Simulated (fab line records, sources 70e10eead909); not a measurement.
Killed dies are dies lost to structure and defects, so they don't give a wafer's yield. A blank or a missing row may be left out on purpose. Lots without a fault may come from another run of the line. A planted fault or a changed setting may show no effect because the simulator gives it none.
fab line records | flow nand_harc
record lots=5 wafers=15 last_day=30
route steps=1302 shown A_CONTACT@988
lots that met no fault: from a run of the same line without faults
start_h: hours from the record's first day to the start of the lot's first wafer shown | wait_h: hours since the lot's step before | " the same as in the row above | L1.1+2: a row that stands for several wafers | - no value, or no start given | * or withheld: withheld | < > ~ a bound
route shown NAME@n: a module of which the file shows steps, and the number in the route of the first | usual: mean/standard deviation of fault-free wafers | same: alike in all rows | chamber/n: place in a boat | sites: the reading at each site | _std_site: their standard deviation | _edge_site: outer sites' mean less inner sites' | radius_mm: how far each site lies from the wafer's centre | mask NAME#n: copy n | behind: the tool/chamber that last shaped the wafer | hold: why the lot was held/for how many hours/how that ended | device: the transistor (n, p or np) that didn't switch | end of line: the same wafers' tests at the end of the route | a step without rows: its recipe alone | killed: dies lost to structure and defects at the first sort, not the wafer's yield | map: a wafer's dies, x killed, . not, _ none there
set.NAME: the setting as run; set.NAME@STEP: as run at that earlier step | model.NAME: the simulator's own value behind a step, which no gauge read
lots at some steps of the route; a table a step, a row a wafer
services: from which hour (start_h, from the record's first day; less than 0 if before it) a tool's chamber was out of use, for how many hours, and why
## steps
# step NHARC_A_CONTACT_HMDS_33
# recipe time_s=30
# columns lot.wafer tool chamber start_h wait_h
L076.3+4+5 litho_track-06 0 - -
L082.3+5+6 litho_track-06 0 - -
L084.3+4+5 litho_track-06 0 - -
L087.2+3+5 litho_track-01 0 - -
L091.1+3+5 litho_track-01 0 - -
# step NHARC_A_CONTACT_COAT_34
# recipe temp_c=260 time_s=75
# usual plate_temp_C=260.02/0.17
# columns lot.wafer tool chamber start_h wait_h plate_temp_C
L076.3 litho_track-06 0 - - 259.87
L076.4 " 0 " " 259.84
L076.5 " 0 " " 260.02
L082.3 litho_track-06 0 - - 260.17
L082.5 " 0 " " 260.08
L082.6 " 0 " " 260.17
L084.3 litho_track-06 0 - - 259.99
L084.4 " 0 " " 260.18
L084.5 " 0 " " 260.10
L087.2 litho_track-01 0 - - 260.04
L087.3 " 0 " " 259.86
L087.5 " 0 " " 260.11
L091.1 litho_track-01 0 - - 260.05
L091.3 " 0 " " 259.69
L091.5 " 0 " " 259.79
# step NHARC_A_CONTACT_COAT_35
# recipe temp_c=225 time_s=65
# usual plate_temp_C=224.98/0.17
# columns lot.wafer tool chamber start_h wait_h plate_temp_C
L076.3 litho_track-06 0 - - 224.93
L076.4 " 0 " " 224.91
L076.5 " 0 " " 224.93
L082.3 litho_track-06 0 - - 224.94
L082.5 " 0 " " 224.94
L082.6 " 0 " " 225.03
L084.3 litho_track-06 0 - - 224.89
L084.4 " 0 " " 224.87
L084.5 " 0 " " 225.01
L087.2 litho_track-01 0 - - 224.87
L087.3 " 0 " " 224.76
L087.5 " 0 " " 224.74
L091.1 litho_track-01 0 - - 224.87
L091.3 " 0 " " 225.08
L091.5 " 0 " " 225.04
# step NHARC_A_CONTACT_COAT_36
# recipe spin_rpm=1500 resist_thk_nm=90
# columns lot.wafer tool chamber start_h wait_h
L076.3+4+5 litho_track-06 0 - -
L082.3+5+6 litho_track-06 0 - -
L084.3+4+5 litho_track-06 0 - -
L087.2+3+5 litho_track-01 0 - -
L091.1+3+5 litho_track-01 0 - -
# step NHARC_A_CONTACT_SOFTBAKE_37
# recipe temp_c=105 time_s=55
# usual plate_temp_C=105.01/0.14
# columns lot.wafer tool chamber start_h wait_h plate_temp_C
L076.3 litho_track-06 0 - - 105.22
L076.4 " 0 " " 105.17
L076.5 " 0 " " 104.93
L082.3 litho_track-06 0 - - 104.92
L082.5 " 0 " " 105.16
L082.6 " 0 " " 105.08
L084.3 litho_track-06 0 - - 105.04
L084.4 " 0 " " 105.11
L084.5 " 0 " " 104.98
L087.2 litho_track-01 0 - - 104.85
L087.3 " 0 " " 104.95
L087.5 " 0 " " 104.95
L091.1 litho_track-01 0 - - 104.92
L091.3 " 0 " " 104.84
L091.5 " 0 " " 104.96
# step NHARC_A_CONTACT_EBR_38
# columns lot.wafer tool chamber start_h wait_h
L076.3+4+5 litho_track-06 0 - -
L082.3+5+6 litho_track-06 0 - -
L084.3+4+5 litho_track-06 0 - -
L087.2+3+5 litho_track-01 0 - -
L091.1+3+5 litho_track-01 0 - -
# step NHARC_A_CONTACT_EXPOSE_39
# recipe na=1.35 sigma_outer=0.8 dose_mj=58.79 mask_id=A_CC_3
# same na=1.35
# columns lot.wafer tool chamber start_h wait_h mask
L076.3+4+5 arfi_scanner-02 0 506.59 - A_CC_3#0
L082.3+5+6 arfi_scanner-01 0 572.24 - A_CC_3#0
L084.3+4+5 arfi_scanner-01 0 583.05 - A_CC_3#0
L087.2+3+5 arfi_scanner-01 0 627.81 - A_CC_3#0
L091.1+3+5 arfi_scanner-03 0 651.76 - A_CC_3#0
# step NHARC_A_CONTACT_PEB_40
# recipe peb_temp_c=100 peb_time_s=65
# usual plate_temp_C=99.99/0.13
# columns lot.wafer tool chamber start_h wait_h plate_temp_C
L076.3 litho_track-04 0 506.65 0.0 99.71
L076.4 " 0 " " 99.87
L076.5 " 0 " " 99.90
L082.3 litho_track-04 0 572.30 0.0 99.92
L082.5 " 0 " " 99.97
L082.6 " 0 " " 99.94
L084.3 litho_track-01 0 583.10 0.0 100.05
L084.4 " 0 " " 99.94
L084.5 " 0 " " 99.77
L087.2 litho_track-01 0 627.87 0.1 99.98
L087.3 " 0 " " 99.96
L087.5 " 0 " " 99.85
L091.1 litho_track-01 0 651.82 0.1 100.05
L091.3 " 0 " " 100.03
L091.5 " 0 " " 99.99
# step NHARC_A_CONTACT_DEVELOP_41
# recipe develop_time_s=35 dev_temp_c=23
# columns lot.wafer tool chamber start_h wait_h
L076.3+4+5 litho_track-04 0 - -
L082.3+5+6 litho_track-04 0 - -
L084.3+4+5 litho_track-01 0 - -
L087.2+3+5 litho_track-01 0 - -
L091.1+3+5 litho_track-01 0 - -
# step NHARC_A_CONTACT_CD_MEAS_42
# recipe target_cd_nm=300 landing_energy_ev=500
# usual cd_nm=300.2/0.54
# columns lot.wafer tool chamber start_h wait_h cd_nm
L076.3 cd_sem-03 0 506.73 - 300.1
L076.4 " 0 " " 299.5
L076.5 " 0 " " 300.8
L082.3 cd_sem-01 0 572.38 - 299.8
L082.5 " 0 " " 299.4
L082.6 " 0 " " 300.7
L084.3 cd_sem-01 0 583.18 - 300.3
L084.4 " 0 " " 300.3
L084.5 " 0 " " 301.1
L087.2 cd_sem-01 0 627.95 - 301.4
L087.3 " 0 " " 300.8
L087.5 " 0 " " 300.2
L091.1 cd_sem-03 0 651.90 - 299.9
L091.3 " 0 " " 299.6
L091.5 " 0 " " 299.7
# step NHARC_A_CONTACT_OVL_MEAS_43
# usual overlay_x_nm=0.0/0.71 overlay_y_nm=0.0/0.87
# columns lot.wafer tool chamber start_h wait_h overlay_x_nm overlay_y_nm
L076.3 overlay-02 - 506.81 - -0.7 -1.0
L076.4 " - " " -0.8 -1.4
L076.5 " - " " -1.3 -1.1
L082.3 overlay-02 - 572.46 - -0.2 0.5
L082.5 " - " " -0.6 0.0
L082.6 " - " " -0.7 0.3
L084.3 overlay-01 - 583.26 - -1.7 -0.6
L084.4 " - " " -2.0 -1.5
L084.5 " - " " -1.6 -1.2
L087.2 overlay-01 - 628.03 - 0.0 -0.4
L087.3 " - " " -0.2 -0.3
L087.5 " - " " -0.1 -0.1
L091.1 overlay-01 - 651.99 - 0.3 -1.5
L091.3 " - " " 0.2 -0.7
L091.5 " - " " 0.3 -1.2
# step NHARC_A_CONTACT_INSPECT_44
# usual raw_defect_count=81/43
# columns lot.wafer tool chamber start_h wait_h raw_defect_count
L076.3 defect_inspect-01 - 506.85 0.0 61
L076.4 " - " " 63
L076.5 " - " " 58
L082.3 defect_inspect-01 - 572.50 0.0 86
L082.5 " - " " 89
L082.6 " - " " 93
L084.3 defect_inspect-01 - 583.30 0.0 33
L084.4 " - " " 34
L084.5 " - " " 37
L087.2 defect_inspect-02 - 628.07 0.0 80
L087.3 " - " " 64
L087.5 " - " " 74
L091.1 defect_inspect-01 - 652.03 0.0 105
L091.3 " - " " 125
L091.5 " - " " 105
# step NHARC_A_CONTACT_DESCUM_47
# recipe time_s=3 o2_flow_sccm=200 ar_flow_sccm=0 bias_power_w=0 chemistry=O2
# usual drypump_motor_current_A=5.4/0.44 oes_product_au=1.001/0.011 rf_vpp_V=57.6/0.81 showerhead_plenum_p_Torr=1.87/0.087 throttle_valve_pct=11.310/0.0091
# columns lot.wafer tool chamber start_h wait_h drypump_motor_current_A oes_product_au rf_hours_counter_h rf_vpp_V showerhead_plenum_p_Torr throttle_valve_pct
L076.3 rie_diel-13 1 506.93 0.1 5.7 1.014 28 58.5 1.97 11.317
L076.4 " 2 " " 4.9 1.009 25 57.4 1.79 11.315
L076.5 " 0 " " 5.2 0.994 - 57.9 1.92 11.319
L082.3 rie_diel-13 0 572.57 0.1 5.2 0.991 7 57.5 1.91 11.317
L082.6 " 3 " " 5.5 1.010 - 56.9 1.86 11.302
L082.5 " 0 " " 5.2 0.999 - 57.9 1.91 11.316
L084.4 rie_diel-06 3 583.37 0.1 5.4 0.999 30 56.5 1.77 11.311
L084.3 " 0 " " 5.4 0.999 33 58.0 1.80 11.297
L084.5 " 2 " " 4.9 0.992 - 59.1 1.86 11.329
L087.2 rie_diel-13 2 628.14 0.1 4.9 1.003 17 57.8 1.79 11.304
L087.3 " 3 " " 5.5 1.000 17 56.8 1.86 11.309
L087.5 " 2 " " 4.9 1.011 - 56.3 1.79 11.299
L091.3 rie_diel-13 3 652.09 0.1 5.5 0.998 24 57.0 1.85 11.300
L091.1 " 1 " " 5.7 0.995 23 57.0 1.97 11.327
L091.5 " 0 " " 5.2 0.997 - 56.6 1.91 11.296
# step NHARC_A_CONTACT_ETCH_48
# recipe target_depth_a=390 over_etch_frac=0.3 time_s=65 ion_energy_ev=80 cf4_flow_sccm=150 ar_flow_sccm=0 rf_w=300 bias_w=100 chemistry=CF4
# usual bias_w=99.97/0.3 drypump_motor_current_A=5.5/0.46 oes_product_au=1.000/0.0093 rf_fwd_power_W=296.7/1.2 rf_vpp_V=150.8/1.2 showerhead_plenum_p_Torr=1.74/0.074 throttle_valve_pct=13.284/0.0096
# columns lot.wafer tool chamber start_h wait_h bias_w drypump_motor_current_A oes_product_au rf_fwd_power_W rf_hours_counter_h rf_vpp_V showerhead_plenum_p_Torr throttle_valve_pct
L076.3 rie_diel-13 0 507.00 0.1 99.65 5.2 0.989 296.4 27 151.6 1.77 13.277
L076.4 " 2 " " 100.22 4.9 1.007 296.6 25 151.0 1.67 13.281
L076.5 " 3 " " 99.71 5.6 0.997 297.1 - 152.1 1.73 13.269
L082.3 rie_diel-13 0 572.65 0.1 99.90 5.2 0.993 295.6 7 151.3 1.77 13.290
L082.5 " 3 " " 99.97 5.5 1.006 297.1 - 149.2 1.72 13.303
L082.6 " 0 " " 99.96 5.2 0.991 295.3 - 151.9 1.77 13.294
L084.4 rie_diel-06 2 583.45 0.1 100.18 4.9 1.001 296.8 32 150.9 1.73 13.277
L084.3 " 1 " " 99.75 5.2 0.990 297.4 35 152.7 1.87 13.279
L084.5 " 2 " " 99.67 4.9 1.005 295.3 - 150.8 1.73 13.304
L087.3 rie_diel-13 2 628.21 0.1 99.53 4.9 0.996 297.6 17 149.0 1.66 13.291
L087.2 " 3 " " 99.89 5.6 0.998 295.8 17 151.0 1.72 13.275
L087.5 " 2 " " 100.26 4.9 1.006 297.0 - 149.4 1.66 13.270
L091.3 rie_diel-13 1 652.19 0.1 100.49 5.7 0.991 296.0 23 151.8 1.81 13.291
L091.1 " 2 " " 99.61 4.9 0.998 296.3 23 150.5 1.66 13.288
L091.5 " 0 " " 100.40 5.2 0.988 296.1 - 151.9 1.77 13.278
# step NHARC_A_CONTACT_ETCH_49
# recipe target_depth_a=2600 over_etch_frac=0.3 time_s=475.3 ion_energy_ev=200 n2_flow_sccm=150 h2_flow_sccm=150 ar_flow_sccm=0 rf_w=400 bias_w=150 chemistry=N2/H2
# usual bias_w=150.0/0.44 drypump_motor_current_A=5.4/0.42 oes_product_au=1.000/0.01 rf_fwd_power_W=398.9/1.1 rf_vpp_V=429.4/2.9 showerhead_plenum_p_Torr=2.00/0.098 throttle_valve_pct=14.172/0.0093
# columns lot.wafer tool chamber start_h wait_h bias_w drypump_motor_current_A oes_product_au rf_fwd_power_W rf_hours_counter_h rf_vpp_V showerhead_plenum_p_Torr throttle_valve_pct
L076.3 rie_diel-13 1 - - 149.3 5.7 1.006 400.9 29 432.9 2.11 14.211
L076.4 " 2 " " 150.0 4.9 1.007 400.7 25 426.2 1.91 14.185
L076.5 " 3 " " 149.2 5.6 1.007 398.3 - 428.3 1.98 14.156
L082.3 rie_diel-13 2 - - 149.4 4.9 0.999 399.3 6 425.6 1.91 14.160
L082.5 " 0 " " 150.4 5.2 0.996 397.5 - 430.6 2.04 14.182
L082.6 " 1 " " 150.3 5.7 0.991 397.1 - 432.2 2.10 14.175
L084.4 rie_diel-06 2 - - 149.7 4.9 1.004 399.0 32 428.2 1.99 14.168
L084.3 " 0 " " 149.6 5.4 1.000 398.3 33 426.0 1.91 14.168
L084.5 " 2 " " 149.6 4.9 0.996 397.6 - 428.0 1.99 14.165
L087.2 rie_diel-13 1 - - 150.3 5.7 0.982 397.1 18 433.7 2.10 14.163
L087.3 " 2 " " 149.5 4.9 0.996 397.1 17 426.1 1.90 14.186
L087.5 " 0 " " 149.9 5.2 0.983 398.3 - 430.8 2.04 14.184
L091.3 rie_diel-13 2 - - 149.6 4.9 0.992 398.6 23 425.5 1.90 14.179
L091.1 " 3 " " 150.2 5.6 1.001 399.8 24 428.1 1.98 14.180
L091.5 " 1 " " 149.9 5.7 1.002 398.5 - 432.9 2.10 14.172
# step NHARC_A_CONTACT_ETCH_50
# recipe target_depth_a=1210 time_s=60.5 cf4_flow_sccm=100 chf3_flow_sccm=30 ar_flow_sccm=0 rf_w=500 bias_w=200 chemistry=CF4/CHF3
# usual bias_w=200.0/0.55 drypump_motor_current_A=5.4/0.45 oes_product_au=0.960/0.02 rf_fwd_power_W=494.0/2.1 rf_vpp_V=369.6/2.4 showerhead_plenum_p_Torr=1.55/0.068 throttle_valve_pct=16.802/0.0088
# columns lot.wafer tool chamber start_h wait_h bias_w drypump_motor_current_A oes_product_au rf_fwd_power_W rf_hours_counter_h rf_vpp_V showerhead_plenum_p_Torr throttle_valve_pct
L076.4 rie_diel-13 0 - - 199.4 5.2 0.954 490.0 27 371.9 1.58 16.798
L076.3 " 1 " " 200.1 5.7 0.983 495.8 29 371.8 1.62 16.814
L076.5 " 0 " " 200.8 5.1 0.949 489.9 - 369.1 1.58 16.808
L082.3 rie_diel-13 3 - - 199.2 5.6 0.968 495.3 7 368.7 1.53 16.799
L082.6 " 0 " " 199.6 5.2 0.962 490.8 - 371.5 1.57 16.809
L082.5 " 1 " " 200.3 5.7 0.976 492.7 - 372.9 1.62 16.798
L084.3 rie_diel-06 1 - - 201.0 5.2 0.927 492.7 35 372.9 1.66 16.817
L084.4 " 2 " " 200.3 4.9 0.918 492.4 32 370.4 1.54 16.784
L084.5 " 0 " " 200.4 5.4 0.925 499.3 - 367.5 1.49 16.798
L087.3 rie_diel-13 1 - - 199.9 5.7 0.939 494.8 18 370.6 1.61 16.814
L087.2 " 0 " " 199.2 5.2 0.945 491.9 18 372.0 1.57 16.817
L087.5 " 1 " " 200.1 5.7 0.944 492.2 - 372.2 1.61 16.804
L091.1 rie_diel-13 2 - - 199.6 4.9 0.951 492.6 23 366.4 1.47 16.818
L091.3 " 1 " " 199.8 5.7 0.937 494.0 23 372.0 1.61 16.802
L091.5 " 3 " " 200.4 5.6 0.943 493.0 - 369.4 1.53 16.824
# step NHARC_A_CONTACT_ETCH_51
# recipe target_depth_a=70000 over_etch_frac=0.3 time_s=1820 ion_energy_ev=150 o2_flow_sccm=400 cos_flow_sccm=20 ar_flow_sccm=0 rf_w=500 bias_w=300 chemistry=O2/COS
# usual bias_w=300.0/0.93 drypump_motor_current_A=5.5/0.45 oes_product_au=1.000/0.0096 rf_fwd_power_W=499.6/1.4 rf_vpp_V=313.4/2.1 showerhead_plenum_p_Torr=3.06/0.14 throttle_valve_pct=28.330/0.0093
# columns lot.wafer tool chamber start_h wait_h bias_w drypump_motor_current_A oes_product_au rf_fwd_power_W rf_hours_counter_h rf_vpp_V showerhead_plenum_p_Torr throttle_valve_pct
L076.3 rie_diel-13 3 - - 301.2 5.6 0.998 501.2 25 312.1 3.04 28.324
L076.4 " 2 " " 300.5 4.9 1.016 500.3 26 312.2 2.94 28.342
L076.5 " 0 " " 299.3 5.2 0.988 500.0 - 313.9 3.13 28.341
L082.3 rie_diel-13 1 - - 299.8 5.7 0.990 500.7 7 314.6 3.21 28.341
L082.5 " 0 " " 299.2 5.2 0.996 498.5 - 315.2 3.12 28.307
L082.6 " 1 " " 300.3 5.7 0.992 499.0 - 315.2 3.21 28.341
L084.4 rie_diel-06 3 - - 300.0 5.4 0.999 499.3 30 311.1 2.90 28.317
L084.3 " 0 " " 300.8 5.4 0.990 499.0 33 311.9 2.95 28.325
L084.5 " 3 " " 299.4 5.4 0.994 501.1 - 311.4 2.90 28.313
L087.2 rie_diel-13 2 - - 300.8 4.9 0.997 498.9 18 311.6 2.93 28.315
L087.3 " 1 " " 299.4 5.7 0.987 500.3 19 314.1 3.20 28.327
L087.5 " 2 " " 300.0 4.9 0.997 499.8 - 312.0 2.93 28.318
L091.3 rie_diel-13 3 - - 300.6 5.6 1.007 497.1 25 313.4 3.03 28.336
L091.1 " 0 " " 300.4 5.2 0.997 500.9 24 313.7 3.12 28.320
L091.5 " 0 " " 300.3 5.2 0.998 497.7 - 314.5 3.12 28.338
# step NHARC_A_CONTACT_ETCH_111
# recipe source_w=withheld pressure_mtorr=20 bias_v=withheld time_s=140 target_depth_a=7000 ar_flow_sccm=withheld c4f8_flow_sccm=withheld o2_flow_sccm=withheld chemistry=C4F8/O2/Ar
# columns lot.wafer tool chamber start_h wait_h rf_hours_counter_h
L076.3 har_cap_etch-03 0 508.79 - -
L076.4 " 1 " " -
L076.5 " 0 " " -
L082.3 har_cap_etch-01 0 575.12 - -
L082.5 " 0 " " -
L082.6 " 1 " " -
L084.4 har_cap_etch-02 0 585.24 - -
L084.3 " 1 " " -
L084.5 " 0 " " -
L087.2 har_cap_etch-03 1 629.99 - 60
L087.3 " 0 " " -
L087.5 " 0 " " -
L091.1 har_cap_etch-01 1 653.91 - 28
L091.3 " 0 " " -
L091.5 " 0 " " -
# step NHARC_A_CONTACT_ETCH_112
# recipe source_w=withheld pressure_mtorr=20 bias_v=3000 time_s=190 target_depth_a=18500 ar_flow_sccm=withheld c4f8_flow_sccm=withheld o2_flow_sccm=withheld chemistry=C4F8/O2/Ar
# columns lot.wafer tool chamber start_h wait_h rf_hours_counter_h
L076.3 har_cap_etch-03 0 508.98 0.2 -
L076.4 " 1 " " -
L076.5 " 0 " " -
L082.3 har_cap_etch-01 0 575.31 0.2 -
L082.5 " 0 " " -
L082.6 " 1 " " -
L084.4 har_cap_etch-02 0 585.43 0.2 -
L084.3 " 1 " " -
L084.5 " 0 " " -
L087.2 har_cap_etch-03 1 630.19 0.2 60
L087.3 " 0 " " -
L087.5 " 0 " " -
L091.1 har_cap_etch-01 1 654.11 0.2 28
L091.3 " 0 " " -
L091.5 " 0 " " -
# step NHARC_A_CONTACT_ETCH_113
# recipe source_w=withheld pressure_mtorr=20 bias_v=3000 time_s=190 target_depth_a=18500 ar_flow_sccm=withheld c4f8_flow_sccm=withheld o2_flow_sccm=withheld chemistry=C4F8/O2/Ar
# columns lot.wafer tool chamber start_h wait_h rf_hours_counter_h
L076.3 har_cap_etch-03 0 509.16 0.1 -
L076.4 " 1 " " -
L076.5 " 0 " " -
L082.3 har_cap_etch-01 0 575.48 0.1 -
L082.5 " 0 " " -
L082.6 " 1 " " -
L084.4 har_cap_etch-02 0 585.60 0.1 -
L084.3 " 1 " " -
L084.5 " 0 " " -
L087.2 har_cap_etch-03 1 630.36 0.1 60
L087.3 " 0 " " -
L087.5 " 0 " " -
L091.1 har_cap_etch-01 1 654.28 0.1 28
L091.3 " 0 " " -
L091.5 " 0 " " -
# step NHARC_A_CONTACT_ETCH_114
# recipe source_w=withheld pressure_mtorr=20 bias_v=3000 time_s=190 target_depth_a=18500 ar_flow_sccm=withheld c4f8_flow_sccm=withheld o2_flow_sccm=withheld chemistry=C4F8/O2/Ar
# columns lot.wafer tool chamber start_h wait_h rf_hours_counter_h
L076.3 har_cap_etch-03 0 509.33 0.1 -
L076.4 " 1 " " -
L076.5 " 0 " " -
L082.3 har_cap_etch-01 0 575.65 0.1 -
L082.5 " 0 " " -
L082.6 " 1 " " -
L084.4 har_cap_etch-02 0 585.77 0.1 -
L084.3 " 1 " " -
L084.5 " 0 " " -
L087.2 har_cap_etch-03 1 630.53 0.1 60
L087.3 " 0 " " -
L087.5 " 0 " " -
L091.1 har_cap_etch-01 1 654.45 0.1 28
L091.3 " 0 " " -
L091.5 " 0 " " -
# step NHARC_A_CONTACT_ETCH_115
# recipe source_w=withheld pressure_mtorr=20 bias_v=3000 time_s=190 target_depth_a=18500 ar_flow_sccm=withheld c4f8_flow_sccm=withheld o2_flow_sccm=withheld chemistry=C4F8/O2/Ar
# columns lot.wafer tool chamber start_h wait_h rf_hours_counter_h
L076.3 har_cap_etch-03 0 509.50 0.1 -
L076.4 " 1 " " -
L076.5 " 0 " " -
L082.3 har_cap_etch-01 0 575.82 0.1 -
L082.5 " 0 " " -
L082.6 " 1 " " -
L084.4 har_cap_etch-02 0 585.94 0.1 -
L084.3 " 1 " " -
L084.5 " 0 " " -
L087.2 har_cap_etch-03 1 630.70 0.1 60
L087.3 " 0 " " -
L087.5 " 0 " " -
L091.1 har_cap_etch-01 1 654.62 0.1 28
L091.3 " 0 " " -
L091.5 " 0 " " -
## services
# columns tool chamber start_h hours kind
arfi_scanner-02 - 484.02 4.0 pm
rie_diel-06 - 485.10 9.0 pm
arfi_scanner-03 - 494.16 1.2 repair
har_cap_etch-01 - 497.00 17.0 pm
har_cap_etch-02 - 498.05 0.2 repair
rie_diel-13 0 498.33 - clean
rie_diel-13 1 498.33 - clean
rie_diel-13 2 498.33 - clean
rie_diel-13 3 498.33 - clean
litho_track-01 - 505.00 7.0 pm
rie_diel-13 - 519.00 9.0 pm
rie_diel-13 0 519.00 9.0 vent_cycle
rie_diel-13 1 519.00 9.0 vent_cycle
rie_diel-13 2 519.00 9.0 vent_cycle
rie_diel-13 3 519.00 9.0 vent_cycle
litho_track-06 - 529.00 7.0 pm
har_cap_etch-01 - 533.08 1.5 repair
arfi_scanner-03 - 540.00 4.0 pm
litho_track-04 - 553.00 7.0 pm
har_cap_etch-03 - 571.77 11.1 repair
rie_diel-06 - 595.66 1.1 repair
arfi_scanner-01 - 596.00 4.0 pm
har_cap_etch-03 - 603.79 0.5 repair
arfi_scanner-01 - 606.04 0.6 repair
## key
fault none
